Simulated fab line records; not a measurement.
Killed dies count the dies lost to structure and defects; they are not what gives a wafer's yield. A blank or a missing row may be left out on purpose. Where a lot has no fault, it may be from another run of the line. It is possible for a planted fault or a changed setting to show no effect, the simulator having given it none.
The tool behind it: which one? | flow n5-finfet | at 1 step of a route of 1938, 12 lots with 36 wafers sampled

## WHAT THE GAUGES READ, wafer by wafer
N5_BEOL_M15_THK_MEAS_50: measures by xrf.
lot  | measured     | on            | M15_THK (nm)
L075 | day 13 14:12 | film-metro-02 | 844 824 815
L076 | day 13 16:25 | film-metro-02 | 836 856 858
L080 | day 13 18:21 | film-metro-01 | 862 847 855
L079 | day 14 20:17 | film-metro-02 | 858 844 851
L083 | day 14 21:18 | film-metro-01 | 872 860 867
L087 | day 15 07:43 | film-metro-01 | 847 846 840
L088 | day 16 03:35 | film-metro-01 | 849 853 820
L086 | day 16 11:50 | film-metro-01 | 838 848 843
L092 | day 17 09:01 | film-metro-01 | 860 840 870
L093 | day 17 17:36 | film-metro-01 | 855 841 839
L094 | day 18 15:10 | film-metro-02 | 826 845 845
L097 | day 19 15:37 | film-metro-02 | 871 864 866

## TOOL THAT RAN EACH LOT (tool first, then ch and the chambers of the sampled wafers, then the start)
There is no process step in the record ahead of these readings.

## THE ANSWER, worked out from the rows above alone
Rule: usual is defined by the lots themselves. The widest of any qualifying gaps counts: lots, ordered by their means at a reading, are off when they make up no more than a third of the lots, leave a main group of 4 or more, and stand apart from it by 3 or more times the standard deviation of that group's means. A main group whose means are all the same, to the digits that the tables above print for the reading, isn't used. A lot without any number at a reading at which 4 lots or more have one is off too. Where the step has rows for the other lots, those lots are counted as sound.
None of the lots is off at any reading shown; this tells nothing.

## WHAT THE SIMULATOR HAD INSERTED
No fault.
